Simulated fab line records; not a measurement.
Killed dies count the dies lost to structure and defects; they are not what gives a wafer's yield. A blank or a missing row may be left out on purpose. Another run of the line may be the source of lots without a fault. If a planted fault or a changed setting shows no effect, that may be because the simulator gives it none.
Problem report in the 8D (eight disciplines) form, filled by code + flow nand harc + the parts of the form that need people (team, actions taken, sign-off) are left out

## 1. WHAT IS WRONG
raw defect count at NHARC_A_CHANNEL_HOLE_D1_INSPECT_40 reads a mean of 493 on 6 wafers of 2 lots; wafers without a fault read 77 with a standard deviation of 26. Measured from the usual mean, that is +16 standard deviations.
Seen first at day 11 06:21 on defect inspect-01, wafer L315.1. The record has a number at this step for 36 wafers belonging to 12 lots. By rule, "out" or "out of limits" means more than 4 standard deviations away from the usual mean. The rest of the wafers with a number are treated as sound.

## 2. WHAT IT IS; WHAT IT IS NOT
| question                    | is                                   | is not                                                                                                  |
|-----------------------------|--------------------------------------|---------------------------------------------------------------------------------------------------------|
| which readings at this step | raw defect count                     | -                                                                                                       |
| which lots                  | L315, L317                           | L311, L312, L314, L324, L325, L326, L328, L330, L331, L332                                              |
| which wafers of those lots  | all that have a number               | -                                                                                                       |
| read on which gauges        | defect inspect-01, defect inspect-02 | -                                                                                                       |
| when                        | from day 11 06:21                    | up to then (9 sound wafers); but 21 sound wafers of L324, L325, L326, L328, L330, L331, L332 came after |

## 3. THE SUSPECTS, EACH WITH WHAT RULES IT OUT
Counting: any tool at a process step up to the reading is kept as a suspect provided that every lot that is out went through it and no sound lot did after the first of them.
- the gauge at NHARC_A_CHANNEL_HOLE_D1_INSPECT_40 is ruled out. 2 gauges (defect inspect-01, defect inspect-02) read the wafers that are out.
- har etch-02 at NHARC_A_CHANNEL_HOLE_D1_ETCH_20 (etches the open film in C4F8/O2/Ar, time 361.9 s, target depth 1600 nm): ruled out as a lasting fault. The sound lots L324, L326, L328, L330 went through it after L315, its earliest lot that is out (day 11 00:46).
- har etch-02 at NHARC_A_CHANNEL_HOLE_D1_ETCH_21 (etches the open film in C4F8/O2/Ar, time 514.3 s, target depth 1600 nm): ruled out as a lasting fault. The sound lots L324, L326, L328, L330 went through it after L315, its earliest lot that is out (day 11 01:04).
- xsem-01 at NHARC_A_CHANNEL_HOLE_D1_XSEM_31: ruled out as a lasting fault. The sound lots L325, L331 went through it after L315, its earliest lot that is out (day 11 06:15).
Left after counting: nothing in the record.

## 4. THE CAUSE (what the simulator had put in)
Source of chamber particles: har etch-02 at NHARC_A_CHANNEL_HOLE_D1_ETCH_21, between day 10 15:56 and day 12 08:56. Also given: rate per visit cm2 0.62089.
The count ruled it out by mistake, since the rule takes a fault to strike every lot its tool runs from the start of the fault on, and this one did not do so.

## 5. THE CHAIN OF EFFECTS, in route order
One row per reading whose mean, taken over the struck wafers that have a number, lies over 3 standard deviations from the usual. Readings are gone through only where the record gives a usual standard deviation; hours: the median, over the lots, of the time from a lot's start at the first step in this table giving one to that lot's start at this step; sigmas: the change measured in usual standard deviations.
| hours | step                               | reading          | usual | on struck wafers | change | sigmas |
|-------|------------------------------------|------------------|-------|------------------|--------|--------|
| 0     | NHARC_A_CHANNEL_HOLE_D1_INSPECT_40 | raw defect count | 77    | 493              | +416   | +16    |
Later steps that measure or inspect, where all struck wafers having a row at the step show a number for every such reading and not one has moved that far: NHARC_END_SORT_01.

## 6. WHAT WOULD HAVE CAUGHT IT SOONER
The first out-of-limits reading at a measuring or inspecting step in this record came at day 11 06:21, 14 hours after the fault's start at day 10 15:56.
Tool readings at NHARC_A_CHANNEL_HOLE_D1_ETCH_21 with a usual standard deviation given in the record: none out on any struck wafer, hence no alarm at a limit of 4 standard deviations on them.
